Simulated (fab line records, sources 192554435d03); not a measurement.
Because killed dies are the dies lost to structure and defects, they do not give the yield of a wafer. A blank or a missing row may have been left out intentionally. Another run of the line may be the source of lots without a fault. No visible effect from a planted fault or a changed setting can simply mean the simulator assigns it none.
Which tool is to blame?    flow n5_finfet    24 lots, 72 wafers sampled, at 6 steps of a route of 1938

== WHAT THE GAUGES SHOWED, per wafer ==
N5_BEOL_M8_THK_MEAS_53: measures by xrf.
lot   measured      on             M8_THK (nm)
L074  day 9 17:29   film_metro-02  79.4 81.4 80.8
L075  day 9 23:18   film_metro-02  85.3 82.3 82.2
L076  day 9 23:04   film_metro-02  82.0 82.3 81.2
L077  day 10 03:26  film_metro-02  79.9 80.1 81.7
L078  day 10 10:50  film_metro-02  80.0 81.9 81.3
L079  day 10 12:59  film_metro-01  78.9 80.3 82.0
L081  day 11 08:04  film_metro-01  79.7 80.8 81.4
L080  day 11 08:23  film_metro-01  80.2 80.1 81.9
L082  day 11 10:08  film_metro-01  80.6 81.6 78.8
L083  day 11 22:53  film_metro-01  83.0 81.3 81.0
L084  day 12 02:59  film_metro-01  81.4 81.6 80.6
L086  day 12 10:50  film_metro-01  80.6 81.2 81.8
L085  day 12 10:55  film_metro-02  78.9 80.6 81.5
L088  day 12 18:19  film_metro-02  80.6 77.5 81.1
L087  day 12 20:49  film_metro-01  81.7 84.2 82.0
L089  day 13 04:19  film_metro-02  82.3 81.0 81.5
L091  day 13 20:15  film_metro-01  78.2 79.6 78.0
L090  day 14 01:22  film_metro-01  80.4 82.8 82.2
L092  day 14 07:16  film_metro-02  80.2 79.4 84.4
L093  day 14 09:59  film_metro-01  78.3 79.1 81.0
L094  day 14 10:34  film_metro-02  85.0 82.1 83.4
L096  day 14 21:58  film_metro-02  82.3 83.1 83.7
L095  day 15 08:44  film_metro-02  83.0 81.9 81.0
L097  day 15 08:27  film_metro-02  79.2 83.8 79.8

N5_BEOL_M9_INSPECT_30: inspects for defects (brightfield).
lot   measured      on                 raw_defect_count
L074  day 9 23:30   defect_inspect-01  593 550 391
L075  day 10 05:57  defect_inspect-02  403 334 380
L076  day 10 05:47  defect_inspect-02  445 363 545
L077  day 10 09:00  defect_inspect-01  319 345 428
L078  day 10 15:35  defect_inspect-02  477 512 393
L079  day 10 15:52  defect_inspect-02  281 343 531
L081  day 11 11:09  defect_inspect-02  330 340 294
L080  day 11 11:22  defect_inspect-02  442 569 353
L082  day 11 14:24  defect_inspect-02  500 307 439
L083  day 12 05:29  defect_inspect-02  253 209 362
L084  day 12 06:02  defect_inspect-02  324 301 296
L086  day 12 14:38  defect_inspect-01  388 443 466
L085  day 12 15:00  defect_inspect-01  329 364 251
L088  day 12 22:36  defect_inspect-01  392 445 268
L087  day 13 00:44  defect_inspect-01  244 312 247
L089  day 13 10:31  defect_inspect-01  371 599 372
L091  day 13 23:35  defect_inspect-01  499 459 558
L090  day 14 07:39  defect_inspect-02  289 503 528
L092  day 14 10:54  defect_inspect-02  473 365 379
L093  day 14 14:08  defect_inspect-02  280 347 199
L094  day 14 14:27  defect_inspect-02  322 507 365
L096  day 15 04:35  defect_inspect-01  417 335 292
L095  day 15 16:04  defect_inspect-02  312 384 339
L097  day 15 15:51  defect_inspect-01  528 520 463

== EACH LOT AND THE TOOL THAT RAN IT (in order: tool; ch and the chambers of the sampled wafers; start) ==
lot   N5_BEOL_M7_ETCH_41                             N5_BEOL_M7_SURFACE_TREAT_79   N5_BEOL_M8_SPUTTER_48         N5_BEOL_M9_STRIP_19
L074  rie_diel-05 ch 0,1,3, day 9 09:01 or earlier   pvd_sputter-03, day 9 09:01   pvd_sputter-02, day 9 16:40   rie_diel-03 ch 0,2,3, day 9 21:49
L075  rie_diel-03 ch 0,1,3, day 9 13:13 or earlier   pvd_sputter-01, day 9 13:13   pvd_sputter-02, day 9 22:18   rie_diel-02 ch 0,2,3, day 10 03:10
L076  rie_diel-02 ch 0,2,3, day 9 15:43 or earlier   pvd_sputter-02, day 9 15:43   pvd_sputter-02, day 9 22:05   rie_diel-05 ch 1,3, day 10 03:02
L077  rie_diel-02 ch 1,2,3, day 9 18:53 or earlier   pvd_sputter-01, day 9 18:53   pvd_sputter-01, day 10 02:37  rie_diel-05 ch 0,1,2, day 10 07:02
L078  rie_diel-03 ch 0,2,3, day 10 00:34 or earlier  pvd_sputter-01, day 10 00:34  pvd_sputter-01, day 10 09:50  rie_diel-02 ch 0,2,3, day 10 14:11
L079  rie_diel-02 ch 0,1,3, day 10 02:42 or earlier  pvd_sputter-01, day 10 02:42  pvd_sputter-03, day 10 11:28  rie_diel-02 ch 0,2,3, day 10 15:14
L081  rie_diel-05 ch 0,1,3, day 10 20:25 or earlier  pvd_sputter-03, day 10 20:25  pvd_sputter-01, day 11 07:10  rie_diel-05 ch 1,2, day 11 10:29
L080  rie_diel-05 ch 1,2,3, day 10 20:56 or earlier  pvd_sputter-01, day 10 20:56  pvd_sputter-01, day 11 07:33  rie_diel-05 ch 2,3, day 11 10:47
L082  rie_diel-02 ch 0,2,3, day 11 00:54 or earlier  pvd_sputter-01, day 11 00:54  pvd_sputter-02, day 11 09:11  rie_diel-05 ch 2,3, day 11 13:44
L083  rie_diel-03 ch 0,1,3, day 11 15:32 or earlier  pvd_sputter-01, day 11 15:32  pvd_sputter-03, day 11 21:55  rie_diel-03 ch 0,2,3, day 12 03:46
L084  rie_diel-03 ch 0,1, day 11 16:27 or earlier    pvd_sputter-01, day 11 16:27  pvd_sputter-02, day 12 02:08  rie_diel-05 ch 0,2,3, day 12 05:34
L086  rie_diel-05 ch 1,2,3, day 12 02:03 or earlier  pvd_sputter-02, day 12 02:03  pvd_sputter-03, day 12 09:52  rie_diel-03 ch 0,1,2, day 12 13:59
L085  rie_diel-05 ch 1,2, day 12 02:13 or earlier    pvd_sputter-02, day 12 02:13  pvd_sputter-03, day 12 09:57  rie_diel-03 ch 2,3, day 12 14:02
L088  rie_diel-05 ch 0,3, day 12 10:15 or earlier    pvd_sputter-01, day 12 10:15  pvd_sputter-01, day 12 17:10  rie_diel-02 ch 0,1,3, day 12 20:45
L087  rie_diel-05 ch 0,3, day 12 11:54 or earlier    pvd_sputter-02, day 12 11:54  pvd_sputter-01, day 12 19:59  rie_diel-05 ch 0,1,3, day 13 00:04
L089  rie_diel-05 ch 0,3, day 12 16:59 or earlier    pvd_sputter-01, day 12 16:59  pvd_sputter-01, day 13 03:30  rie_diel-02 ch 0,2, day 13 08:02
L091  rie_diel-02 ch 1,2, day 13 10:44 or earlier    pvd_sputter-01, day 13 10:44  pvd_sputter-01, day 13 19:27  rie_diel-03 ch 0,1,2, day 13 22:58
L090  rie_diel-02 ch 0,2, day 13 15:50 or earlier    pvd_sputter-03, day 13 15:50  pvd_sputter-03, day 14 00:34  rie_diel-05 ch 0,3, day 14 03:58
L092  rie_diel-05 ch 0,2,3, day 13 22:31 or earlier  pvd_sputter-01, day 13 22:31  pvd_sputter-03, day 14 06:28  rie_diel-02 ch 1,2,3, day 14 09:37
L093  rie_diel-03 ch 0,2, day 13 23:05 or earlier    pvd_sputter-01, day 13 23:05  pvd_sputter-03, day 14 08:58  rie_diel-03 ch 2,3, day 14 12:49
L094  rie_diel-05 ch 0,1,3, day 14 00:04 or earlier  pvd_sputter-02, day 14 00:04  pvd_sputter-01, day 14 09:41  rie_diel-03 ch 0,1,2, day 14 13:59
L096  rie_diel-02 ch 0,1,3, day 14 12:17 or earlier  pvd_sputter-02, day 14 12:17  pvd_sputter-01, day 14 21:10  rie_diel-05 ch 2,3, day 15 01:17
L095  rie_diel-03 ch 0,2, day 14 20:59 or earlier    pvd_sputter-02, day 14 20:59  pvd_sputter-01, day 15 07:55  rie_diel-02 ch 1,2,3, day 15 14:19
L097  rie_diel-02 ch 0,2, day 14 21:50 or earlier    pvd_sputter-01, day 14 21:50  pvd_sputter-03, day 15 07:11  rie_diel-02 ch 0,3, day 15 13:46
- N5_BEOL_M7_ETCH_41: etches SiCN in CH3F/O2, target depth 31.9 nm, time 57.8 s.
- N5_BEOL_M7_SURFACE_TREAT_79
- N5_BEOL_M8_SPUTTER_48: material Cu, target thk 10 nm, time 1.667 s.
- N5_BEOL_M9_STRIP_19: strips in O2.

== AS READ BY THE TOOLS THEMSELVES (means over the sampled wafers that have a number; for cases with no such wafer, the mark the record gives instead) ==
N5_BEOL_M7_ETCH_41.
lot   tool         CH3F_flow_sccm (sccm)  bias_w (W)  drypump_motor_current_A (A)  oes_product_au (a.u.)  rf_fwd_power_W (W)  rf_vpp_V (V)  showerhead_plenum_p_Torr (Torr)  throttle_valve_pct (%)
L074  rie_diel-05  30.04                  74.85       5.6                          0.71                   391.7               297.6         1.98                             16.48
L075  rie_diel-03  29.99                  75.00       5.4                          0.76                   391.9               296.6         2.01                             16.27
L076  rie_diel-02  30.02                  75.46       5.6                          0.80                   392.1               298.1         2.06                             16.19
L077  rie_diel-02  30.00                  74.89       5.5                          0.78                   391.4               298.6         2.03                             16.27
L078  rie_diel-03  30.07                  74.97       5.2                          0.81                   391.0               297.5         2.02                             16.25
L079  rie_diel-02  30.00                  75.04       5.7                          0.83                   392.1               298.9         2.08                             16.08
L081  rie_diel-05  29.98                  75.11       5.7                          0.70                   391.6               296.1         1.98                             16.52
L080  rie_diel-05  30.05                  75.03       5.7                          0.70                   391.4               296.3         1.96                             16.47
L082  rie_diel-02  30.08                  75.10       5.6                          0.79                   393.4               299.0         2.05                             16.23
L083  rie_diel-03  29.99                  74.96       5.4                          0.76                   392.7               298.5         2.00                             16.28
L084  rie_diel-03  29.92                  74.99       5.5                          0.78                   392.6               297.2         2.00                             16.21
L086  rie_diel-05  29.92                  75.00       5.7                          0.70                   391.6               296.3         1.95                             16.50
L085  rie_diel-05  29.93                  75.12       5.9                          0.68                   392.0               296.3         1.94                             16.54
L088  rie_diel-05  30.07                  74.78       6.1                          0.89                   389.8               296.2         1.95                             16.37
L087  rie_diel-05  30.03                  74.91       6.1                          0.89                   392.4               296.1         1.95                             16.38
L089  rie_diel-05  30.07                  74.96       6.1                          0.88                   392.8               296.4         1.95                             16.39
L091  rie_diel-02  29.97                  74.92       5.3                          0.80                   393.0               298.1         2.01                             16.18
L090  rie_diel-02  29.97                  74.81       5.4                          0.78                   392.3               296.8         2.02                             16.24
L092  rie_diel-05  29.98                  75.22       6.1                          0.87                   391.9               297.4         2.00                             16.36
L093  rie_diel-03  29.99                  75.18       5.3                          0.80                   391.5               296.7         2.01                             16.25
L094  rie_diel-05  30.02                  75.02       5.7                          0.77                   390.3               297.3         1.97                             16.41
L096  rie_diel-02  30.04                  75.00       5.7                          0.80                   390.5               299.5         2.07                             16.13
L095  rie_diel-03  30.02                  75.21       5.3                          0.79                   390.5               298.6         2.01                             16.26
L097  rie_diel-02  29.95                  75.03       5.4                          0.78                   393.8               298.1         2.02                             16.27

N5_BEOL_M8_SPUTTER_48.
lot   tool            chuck_sensor_temp_C (C)  throttle_valve_pct (%)
L074  pvd_sputter-02  -15.8                    29.7
L075  pvd_sputter-02  -15.8                    29.7
L076  pvd_sputter-02  -16.1                    30.3
L077  pvd_sputter-01  -16.5                    30.0
L078  pvd_sputter-01  -16.3                    30.1
L079  pvd_sputter-03  -16.1                    30.1
L081  pvd_sputter-01  -16.1                    29.9
L080  pvd_sputter-01  -16.1                    30.1
L082  pvd_sputter-02  -16.3                    30.3
L083  pvd_sputter-03  -15.4                    29.8
L084  pvd_sputter-02  -16.0                    31.1
L086  pvd_sputter-03  -16.0                    29.0
L085  pvd_sputter-03  -15.9                    29.4
L088  pvd_sputter-01  -16.3                    30.4
L087  pvd_sputter-01  -16.4                    30.0
L089  pvd_sputter-01  -16.3                    30.3
L091  pvd_sputter-01  -16.1                    30.4
L090  pvd_sputter-03  -16.1                    29.8
L092  pvd_sputter-03  -16.0                    29.3
L093  pvd_sputter-03  -15.8                    29.3
L094  pvd_sputter-01  -16.3                    29.8
L096  pvd_sputter-01  -16.1                    30.1
L095  pvd_sputter-01  -16.0                    29.9
L097  pvd_sputter-03  -15.4                    29.3

N5_BEOL_M9_STRIP_19.
lot   tool         drypump_motor_current_A (A)  oes_product_au (a.u.)  rf_vpp_V (V)  showerhead_plenum_p_Torr (Torr)  throttle_valve_pct (%)
L074  rie_diel-03  5.2                          0.81                   4.0           2.11                             16.61
L075  rie_diel-02  5.6                          0.79                   3.6           2.17                             16.58
L076  rie_diel-05  5.2                          0.72                   3.7           2.10                             16.66
L077  rie_diel-05  5.9                          0.69                   3.9           2.07                             16.90
L078  rie_diel-02  5.6                          0.79                   3.2           2.16                             16.59
L079  rie_diel-02  5.6                          0.79                   4.0           2.16                             16.61
L081  rie_diel-05  5.9                          0.69                   3.8           2.04                             16.92
L080  rie_diel-05  6.1                          0.70                   3.4           1.99                             17.00
L082  rie_diel-05  5.8                          0.71                   3.5           2.00                             16.92
L083  rie_diel-03  5.2                          0.79                   4.1           2.10                             16.64
L084  rie_diel-05  6.1                          0.80                   3.7           2.01                             16.85
L086  rie_diel-03  5.2                          0.82                   3.9           2.12                             16.58
L085  rie_diel-03  5.2                          0.75                   3.4           2.09                             16.66
L088  rie_diel-02  5.7                          0.81                   3.3           2.17                             16.48
L087  rie_diel-05  5.6                          0.79                   3.4           2.06                             16.72
L089  rie_diel-02  5.7                          0.84                   3.8           2.17                             16.41
L091  rie_diel-03  5.2                          0.80                   3.2           2.11                             16.61
L090  rie_diel-05  5.8                          0.78                   3.5           2.01                             16.81
L092  rie_diel-02  5.4                          0.76                   3.8           2.13                             16.73
L093  rie_diel-03  5.2                          0.74                   3.8           2.08                             16.69
L094  rie_diel-03  5.2                          0.79                   3.2           2.11                             16.62
L096  rie_diel-05  6.1                          0.85                   3.5           2.16                             16.74
L095  rie_diel-02  5.5                          0.75                   3.8           2.13                             16.74
L097  rie_diel-02  5.8                          0.80                   4.0           2.19                             16.40

== THE ANSWER, worked out from the rows above alone ==
Rule: the usual values come from the lots themselves. Put in order of their means at a reading, lots are off if they are a third of the lots or fewer, leave a main group of 4 or more, and stand apart from it by a gap of 3 or more times the standard deviation of the main group's means; of several such gaps the widest counts. A main group whose means are all the same, to the digits that the tables above print for the reading, isn't used. A lot without any number at a reading at which 4 lots or more have one is off too. All remaining lots with rows at the step are treated as sound. After the gauges, taken in route order, come the tools' own readings; for these a lot's mean is taken, as printed above. The first step at which some lot is off is used, and at that step the reading that is off furthest; a lot without a number counts as furthest.
No lot is off on any of the readings shown, so nothing can be concluded from this.

== WHAT THE SIMULATOR HAD INSERTED ==
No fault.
